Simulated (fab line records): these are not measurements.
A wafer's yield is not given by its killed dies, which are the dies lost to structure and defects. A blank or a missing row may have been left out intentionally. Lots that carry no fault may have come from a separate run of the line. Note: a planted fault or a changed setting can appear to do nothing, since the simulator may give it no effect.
fab line records ; flow n5Finfet
[record] lots = 13; wafers = 33; lastDay = 15
route steps=1938 shown ZERO_LAYER@19 WELL_APT@46 PMOS_HMC_CHANNEL_EPI@57 PASSIVATION@1936
lots that met no fault: from a run of the same line without faults
startH: hours from the record's opening day to when the first of the lot's shown wafers began ; waitH: hours from the lot's prior step to this one ; " the same as in the row above ; L1.1+2: a row that stands for several wafers ; - no value present, or no start provided ; * or withheld: withheld ; < > ~ a bound
route shown NAME@n: a module of which the file shows steps, and the number in the route of the first ; usual: mean/standard deviation taken from wafers without a fault ; same: alike in all rows ; chamber/n: place in a boat ; sites: readings site by site ; _std_site: the values' standard deviation ; _edge_site: mean of outer sites minus mean of inner sites ; radiusMm: for every site, how far away it sits from the centre of the wafer ; mask NAME#n: copy n ; behind: the last tool/chamber to shape the wafer ; hold: what put the lot on hold/how long, in hours/how the hold closed ; device: transistor that didn't switch, given as n, p or np ; end of line: the tests these same wafers got at the end of their route ; where a step has no rows: the recipe by itself ; killed: dies lost to structure and defects at the first sort, not the wafer's yield ; map: shows each die of a wafer: x if killed, . if not, _ if none is there
set.NAME: the setting the step ran with; set.NAME@STEP: the setting that earlier step ran with ; model.NAME: the simulator's own value behind a step, which no gauge read
the route's steps for a sample of lots (tables are steps, rows are wafers)
services: the hour from which a tool's chamber was out of use, counted from the record's first day as startH (under 0 if before that day), plus the number of hours and why
[[steps]]
[step N5_ZERO_LAYER_INSPECT_20]
[recipe] inspectInstrument = darkfield; mode = postClean
[usual] rawDefectCount = 35/16
lot.wafer;tool;chamber;startH;waitH;rawDefectCount
L561.1;defectInspect-02;-;19.26;0.0;10
L561.4;defectInspect-02;-;19.26;0.0;21
L561.6;defectInspect-02;-;19.26;0.0;21
L562.3;defectInspect-01;-;25.43;0.0;33
L562.4;defectInspect-01;-;25.43;0.0;39
L562.5;defectInspect-01;-;25.43;0.0;32
L563.5;defectInspect-01;-;31.40;0.0;37
L563.6;defectInspect-01;-;31.40;0.0;30
L564.2;defectInspect-02;-;37.81;0.0;23
L564.4;defectInspect-02;-;37.81;0.0;22
L564.5;defectInspect-02;-;37.81;0.0;39
L566.2;defectInspect-02;-;49.28;0.0;38
L566.5;defectInspect-02;-;49.28;0.0;37
L567.2;defectInspect-01;-;55.57;0.0;14
L567.3;defectInspect-01;-;55.57;0.0;25
L568.1;defectInspect-02;-;61.38;0.0;60
L568.6;defectInspect-02;-;61.38;0.0;52
L569.3;defectInspect-01;-;67.28;0.0;21
L569.4;defectInspect-01;-;67.28;0.0;22
L571.1;defectInspect-02;-;79.28;0.0;44
L571.2;defectInspect-02;-;79.28;0.0;41
L572.3;defectInspect-01;-;85.40;0.0;62
L572.4;defectInspect-01;-;85.40;0.0;32
L572.6;defectInspect-01;-;85.40;0.0;40
L573.2;defectInspect-02;-;91.25;0.0;34
L573.3;defectInspect-02;-;91.25;0.0;49
L573.4;defectInspect-02;-;91.25;0.0;45
L574.3;defectInspect-02;-;97.28;0.0;58
L574.4;defectInspect-02;-;97.28;0.0;112
L574.5;defectInspect-02;-;97.28;0.0;25
L575.2;defectInspect-01;-;103.28;0.0;59
L575.4;defectInspect-01;-;103.28;0.0;17
L575.5;defectInspect-01;-;103.28;0.0;51
[step N5_WELL_APT_DESCUM_30]
[recipe] chemistry = O2; timeS = 7.9; sourcePowerW = 50; biasPowerW = 20; pressureMtorr = 20; rfFrequencyHz = 2.712e+07; tempC = 40; o2FlowSccm = 225
[usual] drypumpMotorCurrentA = 5.4/0.42; oesProductAu = 0.80/0.078; rfVppV = 243.5/1.4; showerheadPlenumPTorr = 2.12/0.084; throttleValvePct = 20.44/0.26
lot.wafer;tool;chamber;startH;waitH;drypumpMotorCurrentA;oesProductAu;rfHoursCounterH;rfVppV;showerheadPlenumPTorr;throttleValvePct
L561.1;rieDiel-01;1;20.91;0.0;5.7;0.67;230;240.9;1.98;21.00
L561.4;rieDiel-01;0;20.91;0.0;6.1;0.73;185;242.8;1.97;20.54
L561.6;rieDiel-01;0;20.91;0.0;6.0;0.74;-;241.3;1.97;20.51
L562.3;rieDiel-01;2;27.38;0.0;5.2;0.89;26;245.0;2.11;19.84
L562.4;rieDiel-01;1;27.38;0.0;5.7;0.66;232;240.9;1.97;21.03
L562.5;rieDiel-01;0;27.38;0.0;6.0;0.73;-;241.6;1.97;20.53
L563.5;rieDiel-01;0;33.74;0.1;6.0;0.73;-;242.1;1.97;20.53
L563.6;rieDiel-01;1;33.74;0.1;5.7;0.66;-;241.8;1.97;21.03
L564.2;rieDiel-02;3;39.53;0.0;5.2;0.79;86;244.7;2.13;20.49
L564.4;rieDiel-02;2;39.53;0.0;6.3;0.94;10;245.8;2.21;20.15
L564.5;rieDiel-02;0;39.53;0.0;4.9;0.82;-;242.8;2.11;20.32
L566.2;rieDiel-05;1;50.94;0.0;5.6;0.82;88;245.2;2.24;20.17
L566.5;rieDiel-05;0;50.94;0.0;5.4;0.98;-;243.1;2.04;20.39
L567.2;rieDiel-05;3;57.09;0.0;5.1;0.90;34;243.0;2.15;20.52
L567.3;rieDiel-05;2;57.09;0.0;5.1;0.71;205;245.7;2.17;20.38
L568.1;rieDiel-01;0;63.02;0.0;6.0;0.72;199;241.6;1.97;20.55
L568.6;rieDiel-01;0;63.02;0.0;6.0;0.73;-;242.6;1.97;20.55
L569.3;rieDiel-02;3;69.20;0.2;5.2;0.79;97;242.8;2.13;20.51
L569.4;rieDiel-02;1;69.20;0.2;5.0;0.83;64;244.6;2.24;20.48
L571.1;rieDiel-02;0;80.92;0.0;4.9;0.80;123;242.8;2.10;20.35
L571.2;rieDiel-02;3;80.92;0.0;5.2;0.78;101;243.5;2.12;20.50
L572.3;rieDiel-01;3;87.04;0.0;5.7;0.80;80;244.8;2.12;20.66
L572.4;rieDiel-01;0;87.04;0.0;6.0;0.72;-;240.3;1.97;20.56
L572.6;rieDiel-01;2;87.04;0.0;5.2;0.86;-;243.1;2.10;19.85
L573.2;rieDiel-02;1;93.01;0.0;4.9;0.83;71;245.4;2.23;20.49
L573.3;rieDiel-02;2;93.01;0.0;6.3;0.89;28;244.6;2.20;20.18
L573.4;rieDiel-02;3;93.01;0.0;5.2;0.77;104;243.1;2.12;20.51
L574.3;rieDiel-01;3;100.88;0.7;5.7;0.80;86;243.2;2.12;20.69
L574.4;rieDiel-01;2;100.88;0.7;5.2;0.85;-;243.4;2.10;19.87
L574.5;rieDiel-01;0;100.88;0.7;6.0;0.72;-;241.4;1.96;20.58
L575.2;rieDiel-05;2;105.26;0.0;5.2;0.69;224;244.3;2.16;20.43
L575.4;rieDiel-05;3;105.26;0.0;5.1;0.87;54;243.1;2.14;20.56
L575.5;rieDiel-05;2;105.26;0.0;5.2;0.70;-;244.9;2.16;20.42
[step N5_WELL_APT_IMPLANT_32]
[recipe] species = BF2; energyKev = 50; doseCm2 = 2e+13; tiltDeg = 0; rotationDeg = 0
[usual] beamEnergyKeV = 50.000/0.013; tiltDeg = 0.005/0.022
lot.wafer;tool;chamber;startH;waitH;beamEnergyKeV;tiltDeg
L561.1;implanter-01;0;21.19;0.1;50.023;0.010
L561.4;implanter-01;0;21.19;0.1;49.997;-0.010
L561.6;implanter-01;0;21.19;0.1;50.010;0.027
L562.3;implanter-02;0;27.72;0.1;50.009;-0.026
L562.4;implanter-02;0;27.72;0.1;50.000;-0.029
L562.5;implanter-02;0;27.72;0.1;49.999;-0.008
L563.5;implanter-02;0;34.11;0.1;49.992;0.031
L563.6;implanter-02;0;34.11;0.1;49.998;0.045
L564.2;implanter-01;0;39.83;0.1;50.022;-0.016
L564.4;implanter-01;0;39.83;0.1;50.006;-0.025
L564.5;implanter-01;0;39.83;0.1;50.005;0.027
L566.2;implanter-01;0;51.24;0.1;49.999;0.010
L566.5;implanter-01;0;51.24;0.1;49.995;-0.002
L567.2;implanter-01;0;57.40;0.1;50.010;-0.001
L567.3;implanter-01;0;57.40;0.1;49.985;-0.030
L568.1;implanter-01;0;63.30;0.1;50.006;0.016
L568.6;implanter-01;0;63.30;0.1;49.994;-0.008
L569.3;implanter-01;0;69.53;0.1;49.980;0.008
L569.4;implanter-01;0;69.53;0.1;49.990;0.028
L571.1;implanter-02;0;81.20;0.1;49.990;-0.017
L571.2;implanter-02;0;81.20;0.1;49.993;0.029
L572.3;implanter-02;0;87.37;0.1;50.000;0.003
L572.4;implanter-02;0;87.37;0.1;49.983;0.024
L572.6;implanter-02;0;87.37;0.1;49.988;0.039
L573.2;implanter-02;0;93.32;0.1;69.766;0.048
L573.3;implanter-02;0;93.32;0.1;69.751;0.037
L573.4;implanter-02;0;93.32;0.1;69.760;0.036
L574.3;implanter-02;0;101.22;0.1;69.766;-0.006
L574.4;implanter-02;0;101.22;0.1;69.781;-0.015
L574.5;implanter-02;0;101.22;0.1;69.775;-0.017
L575.2;implanter-02;0;105.57;0.1;69.768;0.020
L575.4;implanter-02;0;105.57;0.1;69.730;-0.007
L575.5;implanter-02;0;105.57;0.1;69.755;0.030
[step N5_PMOS_HMC_CHANNEL_EPI_HM_DEP_34]
[recipe] material = SiO2; targetThkA = 360; tempC = 400; precursor = TEOS/O2; pressureTorr = 6.5; rfW = 900; teosFlowSccm = 161.4; gas = O2; flowSccm = 2650; timeS = 6.9
[usual] heaterPowerW = 507/67; showerheadPlenumPTorr = 8.35/0.042; throttleValvePct = 18.6/0.73
lot.wafer;tool;chamber;startH;waitH;heaterPowerW;showerheadPlenumPTorr;throttleValvePct
L561.1;pecvd-01;2;22.79;0.0;474;8.35;17.5
L561.4;pecvd-01;0;22.79;0.0;667;8.39;18.2
L561.6;pecvd-01;1;22.79;0.0;357;8.32;18.1
L562.3;pecvd-02;0;29.07;0.0;463;8.40;18.7
L562.4;pecvd-02;2;29.07;0.0;529;8.29;18.0
L562.5;pecvd-02;0;29.07;0.0;461;8.38;18.7
L563.5;pecvd-02;1;35.96;0.0;523;8.39;19.7
L563.6;pecvd-02;0;35.96;0.0;489;8.41;19.0
L564.2;pecvd-02;2;42.78;0.0;526;8.30;18.3
L564.4;pecvd-02;2;42.78;0.0;531;8.31;18.2
L564.5;pecvd-02;1;42.78;0.0;562;8.38;19.7
L566.2;pecvd-03;1;53.37;0.0;463;8.36;19.5
L566.5;pecvd-03;1;53.37;0.0;468;8.36;19.3
L567.2;pecvd-02;0;58.77;0.0;526;8.40;19.0
L567.3;pecvd-02;1;58.77;0.0;476;8.39;19.5
L568.1;pecvd-02;0;64.70;0.0;513;8.35;19.1
L568.6;pecvd-02;0;64.70;0.0;497;8.37;18.9
L569.3;pecvd-01;0;70.99;0.0;630;8.39;18.0
L569.4;pecvd-01;2;70.99;0.0;568;8.38;17.7
L571.1;pecvd-01;2;82.59;0.0;459;8.36;17.6
L571.2;pecvd-01;1;82.59;0.0;460;8.33;18.0
L572.3;pecvd-02;1;88.73;0.0;572;8.40;19.7
L572.4;pecvd-02;0;88.73;0.0;446;8.39;19.0
L572.6;pecvd-02;1;88.73;0.0;572;8.39;19.6
L573.2;pecvd-02;0;94.88;0.0;532;8.39;18.9
L573.3;pecvd-02;2;94.88;0.0;484;8.27;18.3
L573.4;pecvd-02;0;94.88;0.0;522;8.39;18.9
L574.3;pecvd-02;2;102.75;0.0;538;8.30;18.1
L574.4;pecvd-02;0;102.75;0.0;416;8.39;19.0
L574.5;pecvd-02;1;102.75;0.0;529;8.39;19.3
L575.2;pecvd-02;1;107.14;0.0;521;8.40;19.4
L575.4;pecvd-02;1;107.14;0.0;514;8.40;19.9
L575.5;pecvd-02;0;107.14;0.0;414;8.39;19.1
[step N5_PASSIVATION_PROBE_49]
[usual] killed_at_M0_to_M3 = 34/10; killed_at_M4_up = 13/5.4; killedAtContacts = 13/6; killedAtFrontEnd = 42/13; killedAtOther = 4/3.2; killedDies = 107/18; killedOpen = 69/14; killedShort = 35/7.7
[same] grossDies = 1180; killedAtBackSide = 0
lot.wafer;tool;chamber;startH;waitH;killed_at_M0_to_M3;killed_at_M4_up;killedAtContacts;killedAtFrontEnd;killedAtOther;killedDies;killedOpen;killedShort
L561.1;prober-02;-;266.84;0.0;37;10;22;48;0;117;70;42
L561.4;prober-02;-;266.99;0.2;28;11;26;55;4;124;79;43
L561.6;prober-02;-;267.09;0.3;17;9;18;54;1;99;66;24
L563.5;prober-02;-;280.29;0.2;45;12;13;48;2;120;79;31
L563.6;prober-02;-;280.34;0.3;36;17;7;36;2;98;63;33
L562.3;prober-01;-;287.61;0.1;25;14;15;23;1;78;55;22
L562.4;prober-01;-;287.66;0.2;30;13;17;32;3;95;58;34
L562.5;prober-01;-;287.71;0.2;37;12;13;32;3;97;61;35
L564.2;prober-02;-;294.51;0.1;27;11;18;40;3;99;58;31
L564.4;prober-02;-;294.61;0.2;46;3;3;56;1;109;69;34
L564.5;prober-02;-;294.66;0.2;22;7;15;59;1;104;72;29
L566.2;prober-01;-;304.92;0.1;25;7;22;26;3;83;59;24
L566.5;prober-01;-;305.07;0.2;27;6;10;25;3;71;50;20
L569.3;prober-02;-;312.71;0.1;25;19;5;25;7;81;44;35
L569.4;prober-02;-;312.76;0.2;26;15;2;24;4;71;40;30
L567.2;prober-02;-;315.63;0.1;29;8;7;69;2;115;86;29
L567.3;prober-02;-;315.68;0.1;45;16;15;36;2;114;69;42
L568.1;prober-02;-;327.01;0.0;28;14;18;31;12;103;74;27
L568.6;prober-02;-;327.26;0.3;37;16;15;34;4;106;67;38
L571.1;prober-02;-;341.94;0.0;22;18;8;24;2;74;54;20
L571.2;prober-02;-;341.99;0.1;39;13;13;28;2;95;63;31
L572.3;prober-01;-;353.38;0.1;38;22;10;46;3;119;68;47
L572.4;prober-01;-;353.43;0.2;48;7;19;39;2;115;74;41
L572.6;prober-01;-;353.53;0.3;34;25;22;48;2;131;86;42
L575.2;prober-02;-;357.12;0.1;28;13;14;38;2;95;56;24
L575.4;prober-02;-;357.22;0.2;28;20;3;30;4;85;51;31
L575.5;prober-02;-;357.27;0.2;24;23;6;23;6;82;61;20
L573.2;prober-01;-;357.46;0.1;39;10;23;49;6;127;88;31
L573.3;prober-01;-;357.51;0.1;43;7;10;36;15;111;65;36
L573.4;prober-01;-;357.56;0.2;60;14;7;48;4;133;85;41
L574.3;prober-02;-;361.36;0.1;48;11;15;78;11;163;104;53
L574.4;prober-02;-;361.41;0.2;45;11;11;71;3;141;79;60
L574.5;prober-02;-;361.46;0.2;55;11;14;72;2;154;94;59
// killed by level:class
L561.1 MOL_CONTACT_COAG:geometricParticle:open=14 STI_FIN_REVEAL:geometricParticle:open=12 BEOL_M0_SAQP:geometricParticle:open=11 BEOL_M0_SAQP:geometricParticle:short=10 MOL_CONTACT_COAG:geometricParticle:short=8 FIN_SAQP:geometricParticle:open=7 FIN_SAQP:geometricParticle:short=6 GATE_CUT:geometricParticle:open=6
L561.4 MOL_CONTACT_COAG:geometricParticle:open=24 FIN_SAQP:geometricParticle:short=19 STI_FIN_REVEAL:geometricParticle:open=18 BEOL_M0_SAQP:geometricParticle:open=13 BEOL_M0_SAQP:geometricParticle:short=8 GATE_CUT:geometricParticle:short=5 BEOL_M6:geometricParticle:open=4 FIN_SAQP:geometricParticle:open=3
L561.6 FIN_SAQP:geometricParticle:open=17 MOL_CONTACT_COAG:geometricParticle:open=16 STI_FIN_REVEAL:geometricParticle:open=13 BEOL_M4:geometricParticle:open=5 FIN_SAQP:geometricParticle:short=4 GATE_CUT:geometricParticle:short=4 BEOL_M0_SAQP:geometricParticle:open=4 BEOL_M0_SAQP:geometricParticle:short=4
L563.5 MOL_CONTACT_COAG:geometricParticle:open=11 DUMMY_GATE:geometricParticle:open=10 BEOL_M0_SAQP:geometricParticle:open=8 BEOL_M0_SAQP:geometricParticle:short=8 BEOL_M1:geometricParticle:open=8 HKMG_FIN:areaEtch=8 STI_FIN_REVEAL:geometricParticle:open=7 FIN_SAQP:geometricParticle:open=6
L563.6 BEOL_M1:geometricParticle:open=14 DUMMY_GATE:geometricParticle:open=9 BEOL_M0_SAQP:geometricParticle:short=9 BEOL_M4:geometricParticle:open=9 STI_FIN_REVEAL:geometricParticle:open=7 BEOL_M0_SAQP:geometricParticle:open=7 FIN_SAQP:geometricParticle:short=5 FIN_SAQP:geometricParticle:open=3
L562.3 MOL_CONTACT_COAG:geometricParticle:open=13 FIN_SAQP:geometricParticle:short=10 BEOL_M2:geometricParticle:open=8 BEOL_M0_SAQP:geometricParticle:open=5 STI_FIN_REVEAL:geometricParticle:open=4 BEOL_M5:geometricParticle:open=4 ILD0:geometricParticle:open=3 BEOL_M1:geometricParticle:open=3
L562.4 MOL_CONTACT_COAG:geometricParticle:open=11 BEOL_M1:geometricParticle:open=8 BEOL_M2:geometricParticle:open=7 MOL_CONTACT_COAG:geometricParticle:short=6 FIN_SAQP:geometricParticle:short=4 STI_FIN_REVEAL:geometricParticle:open=4 DUMMY_GATE:geometricParticle:open=4 BEOL_M0_SAQP:geometricParticle:short=4
L562.5 BEOL_M1:geometricParticle:open=13 MOL_CONTACT_COAG:geometricParticle:open=11 BEOL_M0_SAQP:geometricParticle:short=10 ILD0:geometricParticle:open=7 ILD0:geometricParticle:short=6 FIN_SAQP:geometricParticle:short=5 BEOL_M0_SAQP:geometricParticle:open=5 BEOL_M1:geometricParticle:short=5
L564.2 MOL_CONTACT_COAG:geometricParticle:open=14 BEOL_M2:geometricParticle:open=11 HKMG_FIN:areaEtch=8 STI_FIN_REVEAL:geometricParticle:open=7 BEOL_M0_SAQP:geometricParticle:short=5 BEOL_M5:geometricParticle:open=5 FIN_SAQP:geometricParticle:open=4 STI_FIN_REVEAL:geometricParticle:short=4
L564.4 FIN_SAQP:geometricParticle:open=18 STI_FIN_REVEAL:geometricParticle:open=13 BEOL_M2:geometricParticle:open=10 FIN_SAQP:geometricParticle:short=7 BEOL_M1:geometricParticle:open=7 BEOL_M2:geometricParticle:short=6 BEOL_M0_SAQP:geometricParticle:short=5 STARTING-WAFER:geometricParticle:short=5
L564.5 FIN_SAQP:geometricParticle:open=25 FIN_SAQP:geometricParticle:short=11 MOL_CONTACT_COAG:geometricParticle:open=11 BEOL_M2:geometricParticle:open=10 STI_FIN_REVEAL:geometricParticle:open=6 GATE_CUT:geometricParticle:short=4 BEOL_M1:geometricParticle:open=4 GATE_CUT:geometricParticle:open=3
L566.2 MOL_CONTACT_COAG:geometricParticle:open=18 STI_FIN_REVEAL:geometricParticle:open=9 BEOL_M0:geometricParticle:open=6 GATE_CUT:geometricParticle:short=5 BEOL_M0_SAQP:geometricParticle:short=5 MOL_CONTACT_COAG:geometricParticle:short=4 BEOL_M1:geometricParticle:open=4 BEOL_M3:geometricParticle:open=4
L566.5 MOL_CONTACT_COAG:geometricParticle:open=8 STI_FIN_REVEAL:geometricParticle:open=7 BEOL_M2:geometricParticle:open=6 GATE_CUT:geometricParticle:short=4 BEOL_M0_SAQP:geometricParticle:open=4 BEOL_M0_SAQP:geometricParticle:short=4 BEOL_M1:geometricParticle:open=4 BEOL_M3:geometricParticle:open=4
L569.3 BEOL_M0_SAQP:geometricParticle:open=6 BEOL_M0_SAQP:geometricParticle:short=6 BEOL_M2:geometricParticle:open=5 BEOL_M4:geometricParticle:open=5 ILD0:geometricParticle:open=4 BEOL_M4:geometricParticle:short=4 FIN_SAQP:geometricParticle:short=3 DUMMY_GATE:geometricParticle:open=3
L569.4 BEOL_M0_SAQP:geometricParticle:open=7 FIN_SAQP:geometricParticle:short=5 BEOL_M0_SAQP:geometricParticle:short=5 BEOL_M4:geometricParticle:open=5 STARTING-WAFER:geometricParticle:short=5 FIN_SAQP:geometricParticle:open=4 BEOL_M1:geometricParticle:open=4 BEOL_M3:geometricParticle:open=4
L567.2 STI_FIN_REVEAL:geometricParticle:open=33 STI_FIN_REVEAL:geometricParticle:short=9 FIN_SAQP:geometricParticle:short=8 FIN_SAQP:geometricParticle:open=7 BEOL_M1:geometricParticle:open=6 BEOL_M0_SAQP:geometricParticle:open=5 BEOL_M0:geometricParticle:open=5 BEOL_M2:geometricParticle:open=5
L567.3 BEOL_M0_SAQP:geometricParticle:short=10 MOL_CONTACT_COAG:geometricParticle:open=10 BEOL_M0_SAQP:geometricParticle:open=9 STI_FIN_REVEAL:geometricParticle:open=8 BEOL_M3:geometricParticle:open=7 BEOL_M4:geometricParticle:open=7 FIN_SAQP:geometricParticle:open=6 BEOL_M0:geometricParticle:short=6
L568.1 MOL_CONTACT_COAG:geometricParticle:open=13 STI_FIN_REVEAL:geometricParticle:open=12 BEOL_M4:geometricParticle:open=10 BEOL_M0_SAQP:geometricParticle:open=8 BEOL_M2:geometricParticle:open=6 BEOL_M1:geometricParticle:open=6 FIN_SAQP:geometricParticle:short=5 MOL_CONTACT_COAG:geometricParticle:short=5
L568.6 MOL_CONTACT_COAG:geometricParticle:open=10 BEOL_M4:geometricParticle:open=10 FIN_SAQP:geometricParticle:open=9 BEOL_M3:geometricParticle:open=8 BEOL_M0_SAQP:geometricParticle:short=8 FIN_SAQP:geometricParticle:short=6 STI_FIN_REVEAL:geometricParticle:open=6 BEOL_M0_SAQP:geometricParticle:open=6
L571.1 BEOL_M4:geometricParticle:open=11 STI_FIN_REVEAL:geometricParticle:open=9 BEOL_M0_SAQP:geometricParticle:open=6 MOL_CONTACT_COAG:geometricParticle:open=5 DUMMY_GATE:geometricParticle:open=4 STARTING-WAFER:geometricParticle:short=4 MOL_CONTACT_COAG:geometricParticle:short=3 BEOL_M0_SAQP:geometricParticle:short=3
L571.2 BEOL_M2:geometricParticle:open=12 DUMMY_GATE:geometricParticle:open=9 MOL_CONTACT_COAG:geometricParticle:open=9 BEOL_M4:geometricParticle:open=7 BEOL_M0_SAQP:geometricParticle:open=6 BEOL_M0_SAQP:geometricParticle:short=6 MOL_CONTACT_COAG:geometricParticle:short=4 FIN_SAQP:geometricParticle:short=3
L572.3 BEOL_M0_SAQP:geometricParticle:short=16 FIN_SAQP:geometricParticle:open=12 FIN_SAQP:geometricParticle:short=9 BEOL_M1:geometricParticle:open=8 BEOL_M4:geometricParticle:open=8 STI_FIN_REVEAL:geometricParticle:open=7 MOL_CONTACT_COAG:geometricParticle:open=7 BEOL_M0_SAQP:geometricParticle:open=7
L572.4 MOL_CONTACT_COAG:geometricParticle:open=15 BEOL_M0_SAQP:geometricParticle:short=15 FIN_SAQP:geometricParticle:open=14 FIN_SAQP:geometricParticle:short=10 BEOL_M0_SAQP:geometricParticle:open=8 BEOL_M3:geometricParticle:open=7 BEOL_M2:geometricParticle:open=5 STI_FIN_REVEAL:geometricParticle:open=5
L572.6 MOL_CONTACT_COAG:geometricParticle:open=15 STI_FIN_REVEAL:geometricParticle:open=11 BEOL_M4:geometricParticle:open=10 MOL_CONTACT_COAG:geometricParticle:short=7 BEOL_M0_SAQP:geometricParticle:short=7 BEOL_M3:geometricParticle:open=7 FIN_SAQP:geometricParticle:short=6 DUMMY_GATE:geometricParticle:open=5
L575.2 FIN_CUT:areaEtch=12 MOL_CONTACT_COAG:geometricParticle:open=11 BEOL_M3:geometricParticle:open=9 FIN_SAQP:geometricParticle:short=7 DUMMY_GATE:geometricParticle:open=5 BEOL_M1:geometricParticle:open=5 BEOL_M2:geometricParticle:open=4 BEOL_M5:geometricParticle:open=4
L575.4 BEOL_M4:geometricParticle:open=7 BEOL_M0_SAQP:geometricParticle:short=6 BEOL_M0_SAQP:geometricParticle:open=5 BEOL_M3:geometricParticle:open=5 BEOL_M5:geometricParticle:open=5 DUMMY_GATE:geometricParticle:open=4 ILD0:geometricParticle:short=4 GATE_CUT:geometricParticle:short=4
L575.5 BEOL_M2:geometricParticle:open=8 BEOL_M5:geometricParticle:open=6 STI_FIN_REVEAL:geometricParticle:open=6 FIN_SAQP:geometricParticle:short=5 MOL_CONTACT_COAG:geometricParticle:open=5 BEOL_M8:geometricParticle:open=5 BEOL_M1:geometricParticle:open=4 BEOL_M4:geometricParticle:open=4
L573.2 MOL_CONTACT_COAG:geometricParticle:open=20 STI_FIN_REVEAL:geometricParticle:open=11 BEOL_M2:geometricParticle:open=9 BEOL_M0_SAQP:geometricParticle:open=9 BEOL_M3:geometricParticle:open=9 FIN_SAQP:geometricParticle:open=7 FIN_SAQP:geometricParticle:short=6 HKMG_FIN:areaEtch=6
L573.3 BEOL_M2:geometricParticle:open=11 PASSIVATION:areaEtch=10 FIN_SAQP:geometricParticle:open=9 BEOL_M0_SAQP:geometricParticle:short=9 MOL_CONTACT_COAG:geometricParticle:open=7 GATE_CUT:geometricParticle:short=5 BEOL_M0_SAQP:geometricParticle:open=5 BEOL_M1:geometricParticle:open=5
L573.4 FIN_SAQP:geometricParticle:open=13 BEOL_M0_SAQP:geometricParticle:open=13 BEOL_M0_SAQP:geometricParticle:short=13 BEOL_M2:geometricParticle:open=11 STI_FIN_REVEAL:geometricParticle:open=9 BEOL_M1:geometricParticle:open=7 BEOL_M3:geometricParticle:open=7 FIN_SAQP:geometricParticle:short=6
L574.3 STI_FIN_REVEAL:geometricParticle:open=17 BEOL_M1:geometricParticle:open=16 DUMMY_GATE:geometricParticle:open=14 MOL_CONTACT_COAG:geometricParticle:open=13 BEOL_M0_SAQP:geometricParticle:short=11 BEOL_M0_SAQP:geometricParticle:open=11 FIN_SAQP:geometricParticle:short=7 FIN_SAQP:geometricParticle:open=6
L574.4 FIN_SAQP:geometricParticle:short=18 STI_FIN_REVEAL:geometricParticle:open=13 FIN_SAQP:geometricParticle:open=10 GATE_CUT:geometricParticle:short=9 BEOL_M0_SAQP:geometricParticle:open=9 BEOL_M1:geometricParticle:open=9 DUMMY_GATE:geometricParticle:open=8 MOL_CONTACT_COAG:geometricParticle:open=7
L574.5 STI_FIN_REVEAL:geometricParticle:open=27 BEOL_M0_SAQP:geometricParticle:short=14 FIN_SAQP:geometricParticle:short=13 BEOL_M0_SAQP:geometricParticle:open=13 MOL_CONTACT_COAG:geometricParticle:open=13 BEOL_M1:geometricParticle:open=13 STI_FIN_REVEAL:geometricParticle:short=7 BEOL_M1:geometricParticle:short=7
[[services]]
tool;chamber;startH;hours;kind
pecvd-02;2;10.13;2.1;repair
implanter-02;-;20.43;3.4;pm
pecvd-03;2;21.12;-;clean
pecvd-03;2;21.12;-;consumableReplace:showerhead
pecvd-03;2;21.12;29.0;scheduledDown
pecvd-03;2;21.12;29.0;ventCycle
pecvd-01;2;25.39;2.1;scheduledDown
pecvd-02;1;27.15;2.1;scheduledDown
implanter-02;-;53.55;4.0;repair
rieDiel-05;0;53.76;11.6;repair
implanter-01;-;59.65;1.6;pm
pecvd-01;1;62.97;5.5;scheduledDown
pecvd-02;-;66.27;2.8;pm
rieDiel-01;1;76.89;-;clean
rieDiel-01;1;76.89;-;consumableReplace:focusRing
rieDiel-01;1;76.89;-;consumableReplace:showerhead
rieDiel-01;1;76.89;15.8;scheduledDown
rieDiel-01;1;76.89;15.8;ventCycle
implanter-01;-;77.09;31.6;repair
implanter-02;-;97.80;1.3;repair
pecvd-01;1;103.24;2.1;scheduledDown
[[key]]
[firstSign] step = N5_WELL_APT_IMPLANT_32; reading = beamEnergyKeV; direction = up; sigmas = 99+; usual = 50.000; struck = 69.761
effect none on later readings
metAt N5_WELL_APT_IMPLANT_32
struckLots L573,L574,L575
testerLeftOut L573,L574,L575
[baselineLoss] step = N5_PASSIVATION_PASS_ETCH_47; wafers = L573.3
[baselineLoss] step = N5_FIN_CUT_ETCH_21; wafers = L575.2
notActingAt N5_ZERO_LAYER_INSPECT_20,N5_WELL_APT_DESCUM_30,N5_PMOS_HMC_CHANNEL_EPI_HM_DEP_34
onsetBetween 87.37 93.32
[fault] kind = processParameterDrift; tool = implanter-02; chamber = -; onsetH = 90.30; steps = N5_WELL_APT_IMPLANT_32; channel = energyKev; offset = 19.758; shape = step; endH = 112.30; actsIn = theseRecipesOnly; stated = 50
// testerLeftOut: of these lots the tester's yield and bins aren't shown, on N5 and GAA mostly nor the transistor test; their killed dies are dies lost to structure and defects alone, not to doping, threshold or leakage, so they don't give the yield
// baselineLoss: these wafers lose ten dies or more at that step, a loss of the line's own and not of a fault; the sort's usual values leave them out
